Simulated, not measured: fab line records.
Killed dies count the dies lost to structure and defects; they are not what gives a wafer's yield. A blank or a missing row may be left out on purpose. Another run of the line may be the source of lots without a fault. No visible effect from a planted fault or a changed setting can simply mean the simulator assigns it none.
Struck lot and sound lot, side by side ; flow nand-harc ; 17 steps out of a route of 1302
Sound: the wafers L619.1, L619.3, L619.4. Struck: wafer L629.2. (L629.4, L629.5 of the same lot were not struck and are left out.) The cause comes at the end.
At each step with rows: each side's tool, then ch and its chambers, then its first start. Under that, the readings that differ: sound wafers ; struck wafers ; difference of the means ; sigmas: that difference in standard deviations of wafers without a fault.
alike: readings whose means differ by less than 2 such deviations, and words and numbers that are the same on both sides. not compared: withheld readings, readings that some wafer has no value for, bounds like >300 that may hide the same value, and numbers for which the record gives no deviation and whose values overlap.
The two part at a step that has a row with sigmas, a row that says differs or no value, or rows on one side only. Non-overlapping numbers with no deviation appear without sigmas and do not part them. A reading that every wafer of one side lacks parts them only if that side has two wafers or more.

NHARC_P_M1_INSPECT_11:
  sound on defect-inspect-02, day 6 14:05; struck on defect-inspect-01, day 11 00:43
  alike: raw-defect-count
NHARC_P_M1_DESCUM_14: chemistry O2, time 3 s.
  sound on rie-diel-11 ch 0,2,3, day 6 14:09; struck on rie-diel-05 ch 1, day 11 00:47
reading;sound;struck;difference;sigmas
drypump-motor-current-A (A);5.4 5.2 5.7;6.1;+0.7;+2
rf-hours-counter-h (h);3 4 4;0;-4;
  alike: oes-product-au, rf-vpp-V, showerhead-plenum-p-Torr, throttle-valve-pct
NHARC_P_M1_ETCH_35: etches the open film in N2/H2, target depth 40 nm, overetch 12 nm, time 43.94 s.
  sound on rie-diel-11 ch 1,2,3, day 6 14:14; struck on rie-diel-05 ch 1, day 11 00:51
reading;sound;struck;difference;sigmas
drypump-motor-current-A (A);5.18 5.87 5.41;6.09;+0.60;+2
rf-hours-counter-h (h);4 4 3;0;-4;
  alike: oes-product-au, rf-vpp-V, showerhead-plenum-p-Torr, throttle-valve-pct
NHARC_P_M1_ETCH_15: etches the open film in C4F8/Ar, target depth 182.5 nm, time 91.2 s.
  sound: rie-diel-11 ch 0,1,3; struck: rie-diel-05 ch 1
reading;sound;struck;difference;sigmas
rf-hours-counter-h (h);4 3 4;0;-4;
  alike: oes-product-au, rf-vpp-V
NHARC_P_M1_CD_MEAS_16:
  sound on cd-sem-01, day 6 14:27; struck on cd-sem-02, day 11 01:05
  alike: cd-nm
then, 1 step without rows for these wafers: NHARC_P_M1_STRIP_18 (strips in N2/H2).
NHARC_P_M1_ETCH_28: etches the open film in CF4/N2, target depth 30 nm, time 72.99 s.
  sound: rie-diel-01 ch 1,2,3; struck: rie-diel-05 ch 1
reading;sound;struck;difference;sigmas
rf-hours-counter-h (h);5 5 5;1;-4;
  alike: drypump-motor-current-A, oes-product-au, rf-vpp-V, showerhead-plenum-p-Torr, throttle-valve-pct
then, 1 step without rows for these wafers: NHARC_P_M1_STRIP_19 (strips in post etch residue remover, time 600 s).
NHARC_P_M1_DEGAS_29: time 60 s.
  sound on pvd-sputter-02, day 6 15:10; struck on pvd-sputter-02, day 11 01:50
reading;sound;struck;difference;sigmas
heater-power-w (W);335 368 308;411;+74;+2
  alike: susceptor-temp-C
then, 3 steps without rows for these wafers: NHARC_P_M1_PRE_CLEAN_30 (time 30 s); NHARC_P_M1_PVD_20 (deposits TaN, target thk 5 nm, time 8.06 s); NHARC_P_M1_PVD_21 (deposits Cu, target thk 30 nm, time 20.49 s).
NHARC_P_M1_ECD_22: material Cu, target thk 400 nm.
  sound on ecd-cu-02 ch 0,1, day 6 15:34; struck on ecd-cu-01 ch 0,1, day 11 02:14
then, 1 step without rows for these wafers: NHARC_P_M1_ANNEAL_31 (time 90 s).
NHARC_P_M1_CMP_23: polishes, t overpolish 20 s, target thk 157.82 nm.
  sound on cmp-03 ch 1,2,3, day 6 16:19; struck on cmp-03 ch 3, day 11 02:55
reading;sound;struck;difference;sigmas
time-to-endpoint-s (s);28 28 29;50;+22;+7
  alike: motor-current-A
NHARC_P_M1_THK_MEAS_24: measures by xrf.
  sound on film-metro-02, day 6 16:36; struck on film-metro-02, day 11 03:14
  alike: thk-nm
-- record jumps: 18 days between struck wafers' starts before vs after; left off in module P_M1, resumes in module END, first step shown is number 1302 of the route --
NHARC_END_SORT_01:
  at this point the record logs the struck wafers (prober-01 ch 0, day 28 17:38) and has no rows for the sound ones

## WHERE THEY PART
Last at NHARC_END_SORT_01 as far as this record goes, first at NHARC_P_M1_DESCUM_14.

WHY: what had been put in by the simulator
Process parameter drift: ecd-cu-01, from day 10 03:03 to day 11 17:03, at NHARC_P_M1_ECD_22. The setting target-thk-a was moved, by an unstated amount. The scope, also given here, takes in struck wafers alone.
